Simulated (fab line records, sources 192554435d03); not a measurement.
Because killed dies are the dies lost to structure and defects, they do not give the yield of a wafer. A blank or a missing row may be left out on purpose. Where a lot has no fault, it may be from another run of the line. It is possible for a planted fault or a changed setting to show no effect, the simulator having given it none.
Chamber matching	flow n5Finfet	N5_BEOL_M10_DESCUM_33 on rieDiel-01 has 4 sister chambers
The step chemistry O2, time 7.9 s. 18 wafers are shown with their chamber, then 9 later ones without.

WAFERS, EACH WITH ITS CHAMBER
wafer	chamber	drypumpMotorCurrentA (A)	showerheadPlenumPTorr (Torr)	throttleValvePct (%)
L075.2	0	5.9	1.98	20.21
L075.5	2	5.6	2.02	20.62
L075.6	3	6.7	2.15	20.78
L076.1	1	6.2	2.13	20.72
L076.2	2	5.6	2.02	20.62
L076.4	3	6.7	2.15	20.78
L080.2	2	5.6	2.01	20.65
L080.5	1	6.2	2.12	20.76
L080.6	0	5.9	1.98	20.23
L081.1	0	5.9	1.97	20.23
L081.3	1	6.1	2.12	20.76
L081.4	1	6.2	2.12	20.75
L086.1	0	5.9	1.97	20.23
L086.3	1	6.1	2.12	20.77
L086.5	1	6.2	2.12	20.77
L088.1	0	5.9	1.97	20.24
L088.2	1	6.2	2.12	20.77
L088.5	0	5.9	1.97	20.27

SIGNATURES (averages over the wafers above)
reading	chamber 0	chamber 1	chamber 2	chamber 3	scatter within a chamber
drypumpMotorCurrentA	5.900	6.171	5.600	6.700	0.0319
showerheadPlenumPTorr	1.9733	2.1214	2.0167	2.1500	0.00452
throttleValvePct	20.2350	20.7571	20.6300	20.7800	0.0179
Rule: a wafer's distance from a chamber is the root of the sum, over the readings, of the square of ((its reading less the chamber's mean) divided by the reading's scatter). If the next closest chamber is less than 2 further off than the closest, the wafer can't be placed; otherwise it belongs to the closest. The scatter: take each reading less its chamber's mean, square it, sum over the shown wafers, divide by the number of wafers less the number of chambers, and take the root.

WAFERS WHOSE CHAMBER IS MISSING
wafer	drypumpMotorCurrentA (A)	showerheadPlenumPTorr (Torr)	throttleValvePct (%)
L087.1	5.5	2.01	20.66
L087.5	6.7	2.14	20.44
L087.6	5.9	1.97	20.26
L090.2	5.9	1.97	20.25
L090.3	6.7	2.14	20.44
L090.5	6.2	2.12	20.80
L091.3	5.9	1.96	20.28
L091.4	6.2	2.11	20.80
L091.5	5.6	2.00	20.70

THE CHAMBER EACH PASSED THROUGH
wafer	from the rows above	in truth
L087.1	2	2
L087.5	3	3
L087.6	0	0
L090.2	0	0
L090.3	3	3
L090.5	1	1
L091.3	0	0
L091.4	1	1
L091.5	2	2
Placed correctly: 9 of 9. Left unplaced by these rows: 0. Wrongly placed: 0.
